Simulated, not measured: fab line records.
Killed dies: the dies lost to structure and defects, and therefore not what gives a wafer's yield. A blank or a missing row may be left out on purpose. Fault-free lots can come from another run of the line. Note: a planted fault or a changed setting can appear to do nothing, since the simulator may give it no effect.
Matching of chambers	flow n5_finfet	N5_BEOL_M7_CURE_74 on uv_cure-03: 3 sister chambers
The step cures SiCOH lowk, time 240 s. 6 wafers are shown with their chamber, then 10 later ones without.

== WAFERS WITH THEIR CHAMBER ==
wafer	chamber	wafer_temp_C_max	lamp_power_pct (%)
L077.3	0	388.0	52.38
L077.4	0	387.3	52.35
L089.4	2	387.4	52.24
L089.6	2	387.7	52.34
L091.1	1	386.2	52.28
L091.2	1	386.1	52.31

== WAFERS MISSING THEIR CHAMBER ==
wafer	wafer_temp_C_max	lamp_power_pct (%)
L091.3	386.4	52.31
L094.2	387.0	52.27
L094.5	387.2	52.29
L094.6	387.3	52.37
L095.2	386.6	52.31
L095.4	386.6	52.31
L095.6	386.5	52.28
L096.1	388.0	52.34
L096.2	387.2	52.33
L096.3	387.5	52.28

== WHICH CHAMBER EACH ONE RAN IN ==
wafer	from the rows above	in truth
L091.3	1	1
L094.2	can't be placed: 2 or 1 or 0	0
L094.5	can't be placed: 2 or 0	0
L094.6	can't be placed: 0 or 2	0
L095.2	can't be placed: 1 or 2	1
L095.4	can't be placed: 1 or 2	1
L095.6	1	1
L096.1	can't be placed: 0 or 2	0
L096.2	can't be placed: 2 or 0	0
L096.3	can't be placed: 2 or 0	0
Correct placement for 2 of the 10. Can't be placed from these rows: 8 (the true chamber is among the candidates in 8). Wrongly placed: 0.
How it was worked out, from the rows above alone: a wafer's distance from a chamber is the root of the sum, over the readings, of the square of ((its reading less the chamber's mean) divided by the reading's scatter). The wafer belongs to the nearest chamber; if the next one is less than 2 further off, it can't be placed. The mean given for a chamber averages the wafers shown for that chamber. The scatter is the square root of a quotient: the sum, over the shown wafers, of each reading's squared deviation from its chamber's mean, divided by wafers minus chambers.
